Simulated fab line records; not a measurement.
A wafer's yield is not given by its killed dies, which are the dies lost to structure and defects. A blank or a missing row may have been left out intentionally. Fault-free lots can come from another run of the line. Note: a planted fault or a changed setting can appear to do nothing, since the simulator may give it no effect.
Matching of chambers	flow n5Finfet	N5_BEOL_M2_ETCH_70 on rieDiel-04 has 4 sister chambers
The step etches SOC in N2/H2, target depth 80 nm, overetch 24 nm, time 130 s. 8 wafers are shown with their chamber, then 10 later ones without.

WAFERS, EACH WITH ITS CHAMBER
wafer	chamber	drypumpMotorCurrentA (A)	oesProductAu (a.u.)
L078.3	0	5.39	0.51
L079.6	0	5.46	0.50
L081.5	2	5.47	0.52
L082.6	2	5.47	0.51
L083.2	3	6.03	0.64
L083.5	1	6.05	0.68
L085.2	1	6.04	0.67
L085.3	3	6.06	0.62

WAFERS WHOSE CHAMBER IS MISSING
wafer	drypumpMotorCurrentA (A)	oesProductAu (a.u.)
L085.6	6.04	0.62
L088.2	5.44	0.50
L088.5	5.43	0.50
L088.6	6.05	0.62
L090.2	6.03	0.62
L090.3	5.47	0.50
L090.4	6.06	0.61
L094.1	5.42	0.68
L094.2	6.03	0.60
L094.3	5.99	0.64

EACH ONE'S CHAMBER
wafer	from the rows above	in truth
L085.6	3	3
L088.2	can't be placed: 0 or 2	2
L088.5	can't be placed: 0 or 2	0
L088.6	3	3
L090.2	3	3
L090.3	can't be placed: 2 or 0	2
L090.4	3	3
L094.1	can't be placed: 2 or 0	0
L094.2	3	3
L094.3	can't be placed: 3 or 1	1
Correctly placed: 5 of 10. From these rows, 5 cannot be placed; in 5 the true chamber is one of the candidates. Placed wrongly: 0.
How it was worked out, from the rows above alone: a wafer's distance from a chamber is the root of the sum, over the readings, of the square of ((its reading less the chamber's mean) divided by the reading's scatter). The wafer belongs to the nearest chamber; if the next one is less than 2 further off, it can't be placed. A chamber's mean is the mean of its shown wafers. How the scatter is found: for the shown wafers, subtract from each reading the mean of its chamber, square and add these, divide the total by (wafers less chambers), then take the root.
